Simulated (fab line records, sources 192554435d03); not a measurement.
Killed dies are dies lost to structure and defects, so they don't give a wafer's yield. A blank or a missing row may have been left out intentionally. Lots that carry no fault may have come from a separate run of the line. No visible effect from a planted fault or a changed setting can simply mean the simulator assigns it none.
Comparing a struck lot with a sound one / flow n5_finfet / 14 out of 1938 route steps
Sound: the wafers L931.4, L931.5, L931.6. Wafers L933.2, L933.3, L933.5 were the ones struck. At the end, the cause is stated.
Per side, at each step with rows, come the tool, then ch with its chambers, and then its first start. Under that, the readings that differ: sound wafers / struck wafers / difference of the means / sigmas: that difference in standard deviations of wafers without a fault.
alike: words and numbers the same on both sides, and readings whose means are apart by under 2 such deviations; not compared: readings that were withheld, readings missing a value for some wafer, numbers with overlapping values and no deviation given by the record, and bounds like >300 which may hide the same value.
A row with sigmas, a row that says differs or no value, or rows on one side alone: a step with any of these is where the two part. Numbers that have no deviation but don't overlap get no sigmas and don't part them. A reading that every wafer of one side lacks parts them only if that side has two wafers or more.

N5_BEOL_M13_CMP_49: polishes, stops on SiOC, t overpolish 17.1 s, target thk 420 nm.
  sound on cmp-04 ch 0,1,3, day 14 05:22; struck on cmp-02 ch 0,1,3, day 14 17:11
  alike: barrier_field_endpoint_s, motor_current_A, overpolish_run_s
N5_BEOL_M13_THK_MEAS_50: measures by xrf.
  struck on film_metro-01, day 14 17:29; sound on film_metro-01, day 14 05:35
  alike: M13_THK
then, 1 step without rows for these wafers: N5_BEOL_M13_PRE_CLEAN_52 (time 15 s).
N5_BEOL_M13_DEP_53: deposits SiCN from 3MS/NH3, target thk 50 nm, time 17.8 s.
  sound on pecvd-03 ch 0,1,2, day 14 05:40; struck on pecvd-04 ch 1,2, day 14 17:32
  alike: showerhead_plenum_p_Torr, throttle_valve_pct
N5_BEOL_M13_RS_MEAS_54: uses a four-point probe to measure.
  struck on film_metro-02, day 14 17:37; sound on film_metro-01, day 14 05:43
  alike: M13_RS
N5_BEOL_M13_INSPECT_55: inspects for defects (darkfield).
  struck on defect_inspect-02, day 14 17:38; sound on defect_inspect-02, day 14 05:44
  alike: raw_defect_count
N5_BEOL_M14_ILD_DEP_00: deposits SiO2 from TEOS/O2, target thk 1119.3 nm, time 237.4 s.
  sound on pecvd-02 ch 0,1,2, day 14 05:52; struck on pecvd-02 ch 0,1,2, day 14 17:40
  alike: heater_power_outer_w, heater_power_w, showerhead_plenum_p_Torr, throttle_valve_pct
N5_BEOL_M14_THK_MEAS_01:
  struck on film_metro-01, day 14 17:52; sound on film_metro-01, day 14 05:58
  alike: M14_ILD_THK
then, 4 steps without rows for these wafers: N5_BEOL_M14_COAT_58 (time 60 s, resist thk 89 nm); N5_BEOL_M14_COAT_04 (resist thk 800 nm); N5_BEOL_M14_EBR_06; N5_BEOL_M14_SOFTBAKE_05 (time 60 s).
N5_BEOL_M14_EXPOSE_07: exposes mask V13.
  sound on krf_scanner-01 ch 0, day 14 06:14; struck on krf_scanner-02, day 14 18:00
  no value came back on the struck wafers for exposure_dose_mJ_cm2, focus_offset_nm (nm), sigma_inner, sigma_outer; on the sound wafers exposure_dose_mJ_cm2 reads 56.95 57.03 56.96
  alike: mask
then, 1 step without rows for these wafers: N5_BEOL_M14_PEB_08 (peb time 90 s).

== WHERE THEY PART ==
Only at N5_BEOL_M14_EXPOSE_07, within this record.

WHY: what had been put in by the simulator
Whole step skipped at N5_BEOL_M14_EXPOSE_07 on krf_scanner-02, starting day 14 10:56. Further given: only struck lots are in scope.
